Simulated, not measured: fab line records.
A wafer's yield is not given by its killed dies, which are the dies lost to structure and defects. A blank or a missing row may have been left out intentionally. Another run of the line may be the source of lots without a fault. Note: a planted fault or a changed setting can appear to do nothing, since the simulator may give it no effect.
fab line records + flow nand_harc
record:
- lots: 10
- wafers: 30
- last_day: 33
route steps=1302 shown P_STI@80 P_GATE@142
lots that met no fault: taken from a fault-free run of the same line
start_h: start of the lot's first displayed wafer, in hours after the record's first day + wait_h: hours from the lot's prior step to this one + " unchanged from the row above + L1.1+2: several wafers, shown together as one row + - no value, or no start given + * or withheld: withheld + < > ~ a bound
route shown NAME@n: a module of which the file shows steps, and the number in the route of the first + usual: mean and standard deviation over wafers with no fault + same: alike in all rows + chamber/n: place in a boat + sites: the reading at each site + _std_site: how widely they spread, as a standard deviation + _edge_site: the outer-site mean with the inner-site mean subtracted + radius_mm: how far each site lies from the wafer's centre + mask NAME#n: copy n + behind: the most recent tool/chamber to have shaped the wafer + hold: the reason the lot was held/the length of the hold in hours/how it ended + device: the n, p or np transistor that did not switch + end of line: tests of these same wafers at the route's end + step lacking rows: just its recipe + killed: dies lost to structure and defects at the first sort, not the wafer's yield + map: dies across one wafer; x = killed, . = not, _ = none there
set.NAME: the run value of the setting; set.NAME@STEP: its run value at that earlier step + model.NAME: the simulator's own value behind a step, which no gauge read
route steps across a sampled set of lots; one table per step, one row per wafer
services: from which hour (start_h, from the record's first day; less than 0 if before it) a tool's chamber was out of use, for how many hours, and why
== steps ==
step: NHARC_P_STI_EXPOSE_06
recipe:
- na: 0.55
- target_cd_nm: 200
- dose_mj: 37.69
- mask_id: P_STI
usual:
- exposure_dose_mJ_cm2: 37.69/0.037
| lot.wafer | tool           | chamber | start_h | wait_h | mask       | exposure_dose_mJ_cm2 |
|-----------|----------------|---------|---------|--------|------------|----------------------|
| L276.1    | krf_scanner-03 | 0       | 57.59   | -      | P_STI#0    | 37.63                |
| L276.3    | "              | 0       | "       | "      | P_STI#0    | 37.59                |
| L276.5    | "              | 0       | "       | "      | P_STI#0    | 37.68                |
| L277.1    | krf_scanner-03 | 0       | 66.91   | -      | P_STI#0    | 37.69                |
| L277.4    | "              | 0       | "       | "      | P_STI#0    | 37.71                |
| L277.5    | "              | 0       | "       | "      | P_STI#0    | 37.69                |
| L278.2    | krf_scanner-04 | 0       | 73.68   | -      | P_STI#0    | 37.67                |
| L278.4    | "              | 0       | "       | "      | P_STI#0    | 37.70                |
| L278.6    | "              | 0       | "       | "      | P_STI#0    | 37.67                |
| L279.1    | krf_scanner-03 | 0       | 84.50   | -      | P_STI#0    | 37.73                |
| L279.2    | "              | 0       | "       | "      | P_STI#0    | 37.72                |
| L279.3    | "              | 0       | "       | "      | P_STI#0    | 37.71                |
| L283.1    | krf_scanner-01 | 0       | 122.65  | -      | P_STI#0    | 37.66                |
| L283.2    | "              | 0       | "       | "      | P_STI#0    | 37.62                |
| L283.3    | "              | 0       | "       | "      | P_STI#0    | 37.69                |
| L284.1    | krf_scanner-03 | 0       | 135.81  | -      | P_STI#0    | 37.71                |
| L284.2    | "              | 0       | "       | "      | P_STI#0    | 37.69                |
| L284.6    | "              | 0       | "       | "      | P_STI#0    | 37.72                |
| L285.2    | krf_scanner-01 | 0       | 146.18  | -      | P_STI#0    | 37.73                |
| L285.3    | "              | 0       | "       | "      | P_STI#0    | 37.67                |
| L285.6    | "              | 0       | "       | "      | P_STI#0    | 37.64                |
| L287.1    | krf_scanner-04 | 0       | 162.55  | -      | P_STI#0    | 37.68                |
| L287.2    | "              | 0       | "       | "      | P_STI#0    | 37.76                |
| L287.5    | "              | 0       | "       | "      | P_STI#0    | 37.75                |
| L290.1    | krf_scanner-04 | 0       | 193.40  | -      | P_STI_R1#0 | 37.63                |
| L290.2    | "              | 0       | "       | "      | P_STI_R1#0 | 37.65                |
| L290.6    | "              | 0       | "       | "      | P_STI_R1#0 | 37.73                |
| L298.2    | krf_scanner-03 | 0       | 272.46  | -      | P_STI#0    | 37.67                |
| L298.3    | "              | 0       | "       | "      | P_STI#0    | 37.68                |
| L298.4    | "              | 0       | "       | "      | P_STI#0    | 37.66                |
step: NHARC_P_STI_CD_MEAS_09
recipe:
- target_cd_nm: 200
- landing_energy_ev: 500
usual:
- cd_nm: 199.7/1.7
| lot.wafer | tool      | chamber | start_h | wait_h | cd_nm |
|-----------|-----------|---------|---------|--------|-------|
| L276.1    | cd_sem-01 | 0       | 57.75   | -      | 196.6 |
| L276.3    | "         | 0       | "       | "      | 196.4 |
| L276.5    | "         | 0       | "       | "      | 198.3 |
| L277.1    | cd_sem-02 | 0       | 67.06   | -      | 198.4 |
| L277.4    | "         | 0       | "       | "      | 200.2 |
| L277.5    | "         | 0       | "       | "      | 200.1 |
| L278.2    | cd_sem-02 | 0       | 73.83   | -      | 199.0 |
| L278.4    | "         | 0       | "       | "      | 201.9 |
| L278.6    | "         | 0       | "       | "      | 198.3 |
| L279.1    | cd_sem-03 | 0       | 84.66   | -      | 201.7 |
| L279.2    | "         | 0       | "       | "      | 200.9 |
| L279.3    | "         | 0       | "       | "      | 199.2 |
| L283.1    | cd_sem-01 | 0       | 122.81  | -      | 197.6 |
| L283.2    | "         | 0       | "       | "      | 199.5 |
| L283.3    | "         | 0       | "       | "      | 201.0 |
| L284.1    | cd_sem-01 | 0       | 135.96  | -      | 198.8 |
| L284.2    | "         | 0       | "       | "      | 198.3 |
| L284.6    | "         | 0       | "       | "      | 197.9 |
| L285.2    | cd_sem-03 | 0       | 146.33  | -      | 196.7 |
| L285.3    | "         | 0       | "       | "      | 199.0 |
| L285.6    | "         | 0       | "       | "      | 198.5 |
| L287.1    | cd_sem-02 | 0       | 162.70  | -      | 200.9 |
| L287.2    | "         | 0       | "       | "      | 201.3 |
| L287.5    | "         | 0       | "       | "      | 200.7 |
| L290.1    | cd_sem-01 | 0       | 193.55  | -      | 205.8 |
| L290.2    | "         | 0       | "       | "      | 203.2 |
| L290.6    | "         | 0       | "       | "      | 206.3 |
| L298.2    | cd_sem-01 | 0       | 272.61  | -      | 197.9 |
| L298.3    | "         | 0       | "       | "      | 198.4 |
| L298.4    | "         | 0       | "       | "      | 199.6 |
step: NHARC_P_STI_CD_MEAS_16
usual:
- cd_nm: 199.3/1.7
| lot.wafer | tool      | chamber | start_h | wait_h | cd_nm |
|-----------|-----------|---------|---------|--------|-------|
| L276.1    | cd_sem-02 | -       | 58.46   | -      | 196.2 |
| L276.3    | "         | -       | "       | "      | 196.2 |
| L276.5    | "         | -       | "       | "      | 199.2 |
| L277.1    | cd_sem-02 | -       | 67.80   | -      | 198.7 |
| L277.4    | "         | -       | "       | "      | 199.8 |
| L277.5    | "         | -       | "       | "      | 199.6 |
| L278.2    | cd_sem-01 | -       | 74.52   | -      | 198.0 |
| L278.4    | "         | -       | "       | "      | 202.0 |
| L278.6    | "         | -       | "       | "      | 199.2 |
| L279.1    | cd_sem-01 | -       | 85.36   | -      | 201.3 |
| L279.2    | "         | -       | "       | "      | 200.4 |
| L279.3    | "         | -       | "       | "      | 198.1 |
| L283.1    | cd_sem-02 | -       | 123.59  | -      | 197.1 |
| L283.2    | "         | -       | "       | "      | 197.9 |
| L283.3    | "         | -       | "       | "      | 199.9 |
| L284.1    | cd_sem-03 | -       | 136.66  | -      | 199.6 |
| L284.2    | "         | -       | "       | "      | 198.2 |
| L284.6    | "         | -       | "       | "      | 199.3 |
| L285.2    | cd_sem-03 | -       | 147.02  | -      | 195.7 |
| L285.3    | "         | -       | "       | "      | 198.9 |
| L285.6    | "         | -       | "       | "      | 198.5 |
| L287.1    | cd_sem-03 | -       | 163.43  | -      | 202.1 |
| L287.2    | "         | -       | "       | "      | 201.2 |
| L287.5    | "         | -       | "       | "      | 201.5 |
| L290.1    | cd_sem-02 | -       | 194.35  | -      | 204.8 |
| L290.2    | "         | -       | "       | "      | 201.5 |
| L290.6    | "         | -       | "       | "      | 205.3 |
| L298.2    | cd_sem-02 | -       | 273.33  | -      | 197.8 |
| L298.3    | "         | -       | "       | "      | 197.9 |
| L298.4    | "         | -       | "       | "      | 199.5 |
step: NHARC_P_STI_OCD_MEAS_17
usual:
- trench_depth_nm: 300.7/2.9
- trench_foot_cd_nm: 157.6/1.9
| lot.wafer | tool   | chamber | start_h | wait_h | trench_depth_nm | trench_foot_cd_nm |
|-----------|--------|---------|---------|--------|-----------------|-------------------|
| L276.1    | ocd-01 | -       | 58.55   | 0.1    | 301.8           | 154.9             |
| L276.3    | "      | -       | "       | "      | 303.2           | 153.8             |
| L276.5    | "      | -       | "       | "      | 304.1           | 155.4             |
| L277.1    | ocd-02 | -       | 67.88   | 0.1    | 299.1           | 156.5             |
| L277.4    | "      | -       | "       | "      | 301.9           | 157.5             |
| L277.5    | "      | -       | "       | "      | 294.8           | 158.3             |
| L278.2    | ocd-01 | -       | 74.61   | 0.1    | 309.1           | 155.6             |
| L278.4    | "      | -       | "       | "      | 298.9           | 159.7             |
| L278.6    | "      | -       | "       | "      | 302.4           | 156.5             |
| L279.1    | ocd-02 | -       | 85.45   | 0.1    | 299.1           | 160.1             |
| L279.2    | "      | -       | "       | "      | 302.4           | 158.8             |
| L279.3    | "      | -       | "       | "      | 303.7           | 156.2             |
| L283.1    | ocd-02 | -       | 123.68  | 0.1    | 297.7           | 155.9             |
| L283.2    | "      | -       | "       | "      | 297.7           | 157.9             |
| L283.3    | "      | -       | "       | "      | 299.0           | 160.0             |
| L284.1    | ocd-01 | -       | 136.74  | 0.1    | 300.9           | 157.2             |
| L284.2    | "      | -       | "       | "      | 303.8           | 156.8             |
| L284.6    | "      | -       | "       | "      | 305.8           | 154.8             |
| L285.2    | ocd-01 | -       | 147.11  | 0.1    | 300.5           | 154.5             |
| L285.3    | "      | -       | "       | "      | 297.5           | 157.3             |
| L285.6    | "      | -       | "       | "      | 300.6           | 156.7             |
| L287.1    | ocd-01 | -       | 163.52  | 0.1    | 306.0           | 158.0             |
| L287.2    | "      | -       | "       | "      | 302.5           | 158.8             |
| L287.5    | "      | -       | "       | "      | 301.0           | 158.5             |
| L290.1    | ocd-01 | -       | 194.43  | 0.1    | 295.5           | 164.3             |
| L290.2    | "      | -       | "       | "      | 295.2           | 161.7             |
| L290.6    | "      | -       | "       | "      | 297.0           | 164.8             |
| L298.2    | ocd-01 | -       | 273.42  | 0.1    | 300.5           | 156.4             |
| L298.3    | "      | -       | "       | "      | 296.3           | 157.1             |
| L298.4    | "      | -       | "       | "      | 300.3           | 157.4             |
step: NHARC_P_GATE_OVL_MEAS_27
usual:
- overlay_x_nm: 0.1/0.85
- overlay_y_nm: 0.0/0.63
| lot.wafer | tool       | chamber | start_h | wait_h | overlay_x_nm | overlay_y_nm |
|-----------|------------|---------|---------|--------|--------------|--------------|
| L276.1    | overlay-01 | -       | 106.52  | -      | -1.4         | 0.9          |
| L276.3    | "          | -       | "       | "      | -1.2         | 0.6          |
| L276.5    | "          | -       | "       | "      | -1.2         | 0.4          |
| L277.1    | overlay-02 | -       | 120.68  | -      | 1.5          | -0.4         |
| L277.4    | "          | -       | "       | "      | 1.4          | -0.1         |
| L277.5    | "          | -       | "       | "      | 1.9          | 0.3          |
| L278.2    | overlay-02 | -       | 125.02  | -      | -1.1         | 0.0          |
| L278.4    | "          | -       | "       | "      | -0.9         | -0.2         |
| L278.6    | "          | -       | "       | "      | -0.7         | -0.5         |
| L279.1    | overlay-01 | -       | 138.23  | -      | -0.7         | -1.3         |
| L279.2    | "          | -       | "       | "      | -0.2         | -1.0         |
| L279.3    | "          | -       | "       | "      | 0.0          | -1.3         |
| L283.1    | overlay-02 | -       | 185.03  | -      | 0.0          | -1.0         |
| L283.2    | "          | -       | "       | "      | -0.3         | -0.6         |
| L283.3    | "          | -       | "       | "      | -0.4         | -0.2         |
| L284.1    | overlay-01 | -       | 188.76  | -      | 0.4          | -0.9         |
| L284.2    | "          | -       | "       | "      | 0.2          | -0.8         |
| L284.6    | "          | -       | "       | "      | -0.1         | -0.7         |
| L285.2    | overlay-01 | -       | 202.83  | -      | -0.4         | 0.2          |
| L285.3    | "          | -       | "       | "      | 0.1          | -0.4         |
| L285.6    | "          | -       | "       | "      | -0.3         | 0.7          |
| L287.1    | overlay-01 | -       | 212.72  | -      | 1.4          | -0.3         |
| L287.2    | "          | -       | "       | "      | 0.9          | -0.2         |
| L287.5    | "          | -       | "       | "      | 1.5          | -0.3         |
| L290.1    | overlay-01 | -       | 246.72  | -      | 0.1          | 1.2          |
| L290.2    | "          | -       | "       | "      | 0.2          | 1.6          |
| L290.6    | "          | -       | "       | "      | 0.5          | 1.6          |
| L298.2    | overlay-01 | -       | 326.80  | -      | -1.1         | -0.4         |
| L298.3    | "          | -       | "       | "      | -1.2         | -0.7         |
| L298.4    | "          | -       | "       | "      | -1.1         | 0.2          |
step: NHARC_P_GATE_ETCH_104
recipe:
- target_depth_a: 600
- time_s: withheld
- cf4_flow_sccm: 100
- chf3_flow_sccm: 30
- ar_flow_sccm: 0
- rf_w: 500
- bias_w: 200
- chemistry: CF4/CHF3
usual:
- drypump_motor_current_A: 5.6/0.49
- oes_product_au: 0.943/0.02
- rf_vpp_V: 370.6/2.6
- showerhead_plenum_p_Torr: 1.57/0.074
- throttle_valve_pct: 16.802/0.0094
| lot.wafer | tool        | chamber | start_h | wait_h | drypump_motor_current_A | oes_product_au | rf_vpp_V | showerhead_plenum_p_Torr | throttle_valve_pct |
|-----------|-------------|---------|---------|--------|-------------------------|----------------|----------|--------------------------|--------------------|
| L276.1    | rie_diel-05 | 2       | 106.70  | 0.1    | 5.1                     | 0.930          | 369.4    | 1.53                     | 16.816             |
| L276.3    | "           | 3       | "       | "      | 5.1                     | 0.910          | 368.7    | 1.51                     | 16.810             |
| L276.5    | "           | 3       | "       | "      | 5.1                     | 0.937          | 369.4    | 1.51                     | 16.802             |
| L277.4    | rie_diel-05 | 0       | 120.87  | 0.1    | 5.5                     | 0.930          | 373.2    | 1.67                     | 16.793             |
| L277.1    | "           | 1       | "       | "      | 5.1                     | 0.924          | 375.0    | 1.68                     | 16.811             |
| L277.5    | "           | 0       | "       | "      | 5.5                     | 0.928          | 374.5    | 1.67                     | 16.790             |
| L278.4    | rie_diel-12 | 1       | 125.20  | 0.1    | 5.3                     | 0.930          | 368.1    | 1.54                     | 16.808             |
| L278.2    | "           | 0       | "       | "      | 6.0                     | 0.919          | 369.6    | 1.52                     | 16.816             |
| L278.6    | "           | 1       | "       | "      | 5.3                     | 0.920          | 369.7    | 1.54                     | 16.813             |
| L279.2    | rie_diel-05 | 3       | 138.42  | 0.1    | 5.1                     | 0.960          | 368.8    | 1.51                     | 16.802             |
| L279.1    | "           | 1       | "       | "      | 5.1                     | 0.964          | 374.4    | 1.68                     | 16.794             |
| L279.3    | "           | 2       | "       | "      | 5.1                     | 0.953          | 369.5    | 1.53                     | 16.794             |
| L283.3    | rie_diel-12 | 2       | 185.23  | 0.1    | 5.8                     | 0.966          | 367.9    | 1.48                     | 16.811             |
| L283.1    | "           | 3       | "       | "      | 6.2                     | 0.966          | 369.2    | 1.55                     | 16.811             |
| L283.2    | "           | 1       | "       | "      | 5.3                     | 0.948          | 369.6    | 1.54                     | 16.804             |
| L284.1    | rie_diel-06 | 2       | 188.94  | 0.1    | 6.3                     | 0.927          | 367.0    | 1.48                     | 16.798             |
| L284.2    | "           | 3       | "       | "      | 4.9                     | 0.922          | 375.3    | 1.69                     | 16.821             |
| L284.6    | "           | 2       | "       | "      | 6.4                     | 0.936          | 366.4    | 1.48                     | 16.802             |
| L285.2    | rie_diel-05 | 3       | 203.02  | 0.1    | 5.1                     | 0.973          | 368.0    | 1.51                     | 16.800             |
| L285.3    | "           | 1       | "       | "      | 5.1                     | 0.944          | 374.0    | 1.68                     | 16.817             |
| L285.6    | "           | 0       | "       | "      | 5.5                     | 0.954          | 373.0    | 1.67                     | 16.809             |
| L287.2    | rie_diel-06 | 2       | 212.90  | 0.1    | 6.4                     | 0.907          | 367.6    | 1.48                     | 16.805             |
| L287.1    | "           | 3       | "       | "      | 4.8                     | 0.904          | 375.1    | 1.69                     | 16.794             |
| L287.5    | "           | 3       | "       | "      | 4.9                     | 0.915          | 375.5    | 1.69                     | 16.803             |
| L290.2    | rie_diel-06 | 2       | 246.91  | 0.1    | 6.4                     | 0.943          | 366.8    | 1.48                     | 16.805             |
| L290.1    | "           | 3       | "       | "      | 4.8                     | 0.966          | 373.9    | 1.69                     | 16.797             |
| L290.6    | "           | 0       | "       | "      | 6.1                     | 0.971          | 371.4    | 1.59                     | 16.800             |
| L298.2    | rie_diel-12 | 1       | 326.98  | 0.1    | 5.3                     | 0.928          | 370.3    | 1.53                     | 16.805             |
| L298.3    | "           | 2       | "       | "      | 5.8                     | 0.921          | 366.4    | 1.48                     | 16.797             |
| L298.4    | "           | 3       | "       | "      | 6.2                     | 0.930          | 369.6    | 1.55                     | 16.802             |
step: NHARC_P_GATE_ALD_36
recipe:
- target_thk_a: 200
- pulse_time_s: 60
- ald_cycles: 223
- temp_c: 400
- material: SiNx
usual:
- heater_power_w: 805/94
- precursor_pulse_height_rel: 1.000/0.022
- susceptor_temp_C: 400.02/0.25
| lot.wafer | tool       | chamber | start_h | wait_h | heater_power_w | precursor_pulse_height_rel | susceptor_temp_C |
|-----------|------------|---------|---------|--------|----------------|----------------------------|------------------|
| L276.3    | ald_sin-01 | 0       | 110.00  | -      | 861            | 0.999                      | 400.20           |
| L276.1    | "          | 1       | 111.06  | -      | 986            | 0.966                      | 399.97           |
| L276.5    | "          | 3       | 113.20  | -      | 775            | 0.962                      | 400.11           |
| L277.4    | ald_sin-03 | 3       | 122.04  | -      | 870            | 1.000                      | 400.22           |
| L277.1    | "          | 1       | 124.15  | -      | 965            | 1.021                      | 399.38           |
| L277.5    | "          | 3       | 126.27  | -      | 914            | 1.035                      | 400.39           |
| L278.4    | ald_sin-04 | 3       | 126.41  | -      | 766            | 0.968                      | 399.84           |
| L278.2    | "          | 1       | 128.54  | -      | 752            | 0.980                      | 400.52           |
| L278.6    | "          | 3       | 130.67  | -      | 733            | 1.002                      | 399.95           |
| L279.1    | ald_sin-01 | 3       | 139.59  | -      | 797            | 0.978                      | 400.24           |
| L279.2    | "          | 0       | 140.63  | -      | 877            | 1.001                      | 399.72           |
| L279.3    | "          | 1       | 141.67  | -      | 1009           | 0.985                      | 399.94           |
| L283.1    | ald_sin-03 | 0       | 186.45  | -      | 809            | 1.004                      | 400.22           |
| L283.3    | "          | 1       | 187.51  | -      | 925            | 0.979                      | 400.19           |
| L283.2    | "          | 3       | 189.64  | -      | 854            | 0.959                      | 400.07           |
| L284.2    | ald_sin-04 | 3       | 190.14  | -      | 734            | 0.994                      | 400.32           |
| L284.1    | "          | 0       | 191.20  | -      | 847            | 1.006                      | 399.94           |
| L284.6    | "          | 3       | 194.37  | -      | 716            | 1.012                      | 399.87           |
| L285.2    | ald_sin-01 | 2       | 206.28  | -      | 647            | 1.031                      | 400.32           |
| L285.3    | "          | 3       | 207.33  | -      | 780            | 1.005                      | 399.99           |
| L285.6    | "          | 0       | 208.37  | -      | 852            | 0.987                      | 400.21           |
| L287.1    | ald_sin-04 | 2       | 214.07  | -      | 663            | 0.993                      | 400.15           |
| L287.2    | "          | 0       | 216.18  | -      | 847            | 1.023                      | 400.24           |
| L287.5    | "          | 3       | 219.36  | -      | 733            | 0.986                      | 400.37           |
| L290.1    | ald_sin-03 | 2       | 248.07  | -      | 818            | 1.015                      | 399.85           |
| L290.2    | "          | 0       | 250.20  | -      | 806            | 0.984                      | 399.88           |
| L290.6    | "          | 2       | 252.32  | -      | 813            | 0.979                      | 399.92           |
| L298.3    | ald_sin-03 | 0       | 328.15  | -      | 789            | 0.994                      | 400.03           |
| L298.4    | "          | 2       | 330.30  | -      | 821            | 0.980                      | 399.91           |
| L298.2    | "          | 3       | 331.38  | -      | 878            | 0.983                      | 400.13           |
== services ==
| tool           | chamber | start_h | hours | kind   |
|----------------|---------|---------|-------|--------|
| ald_sin-01     | -       | 34.00   | 10.0  | pm     |
| ald_sin-01     | 1       | 45.68   | 13.9  | repair |
| ald_sin-03     | 1       | 51.95   | 15.3  | repair |
| krf_scanner-03 | -       | 52.52   | 4.0   | pm     |
| rie_diel-05    | -       | 52.60   | 9.0   | pm     |
| rie_diel-12    | 3       | 58.79   | 7.0   | repair |
| rie_diel-12    | 2       | 60.87   | 7.6   | repair |
| ald_sin-04     | -       | 63.95   | 0.4   | repair |
| ald_sin-04     | -       | 76.00   | 10.0  | pm     |
| rie_diel-12    | 2       | 87.56   | 8.5   | repair |
| rie_diel-12    | -       | 91.52   | 9.0   | pm     |
| ald_sin-03     | 0       | 101.44  | 6.9   | repair |
| rie_diel-12    | -       | 125.39  | 1.3   | repair |
| rie_diel-06    | -       | 130.20  | 9.0   | pm     |
| rie_diel-12    | 2       | 140.13  | 3.5   | repair |
| ald_sin-03     | 3       | 146.34  | 11.8  | repair |
| rie_diel-12    | 2       | 152.74  | 5.6   | repair |
| ald_sin-03     | -       | 171.90  | 10.0  | pm     |
| ald_sin-03     | 1       | 182.74  | 2.8   | repair |
| krf_scanner-03 | -       | 224.52  | 4.0   | pm     |
| rie_diel-05    | 0       | 228.18  | 3.8   | repair |
| rie_diel-05    | -       | 229.60  | 9.0   | pm     |
| ald_sin-03     | 1       | 249.05  | 1.8   | repair |
| rie_diel-05    | 3       | 275.80  | 6.0   | repair |
== key ==
first_sign:
- step: NHARC_P_STI_EXPOSE_06
- reading: mask
- direction: changed
effect:
- step: NHARC_P_STI_CD_MEAS_09
- reading: cd_nm
- direction: up
- sigmas: 3.2
- usual: 199.7
- struck: 205.1
effect:
- step: NHARC_P_STI_CD_MEAS_16
- reading: cd_nm
- direction: up
- sigmas: 2.6
- usual: 199.3
- struck: 203.9
effect:
- step: NHARC_P_STI_OCD_MEAS_17
- reading: trench_foot_cd_nm
- direction: up
- sigmas: 3.2
- usual: 157.6
- struck: 163.6
met_at NHARC_P_STI_EXPOSE_06
struck_lots L290
tester_left_out L290
not_acting_at NHARC_P_GATE_OVL_MEAS_27,NHARC_P_GATE_ETCH_104,NHARC_P_GATE_ALD_36
onset_between 162.55 193.40
fault:
- kind: wrong_mask
- tool: any
- chamber: -
- onset_h: 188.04
- steps: NHARC_P_STI_EXPOSE_06
- aux_copy: P_STI_R1#0
- cd_offset_nm: 6.0845
- scope: struck_lots_only
tester_left_out: of these lots the tester's yield and bins aren't shown, on N5 and GAA mostly nor the transistor test; their killed dies are dies lost to structure and defects alone, not to doping, threshold or leakage, so they don't give the yield
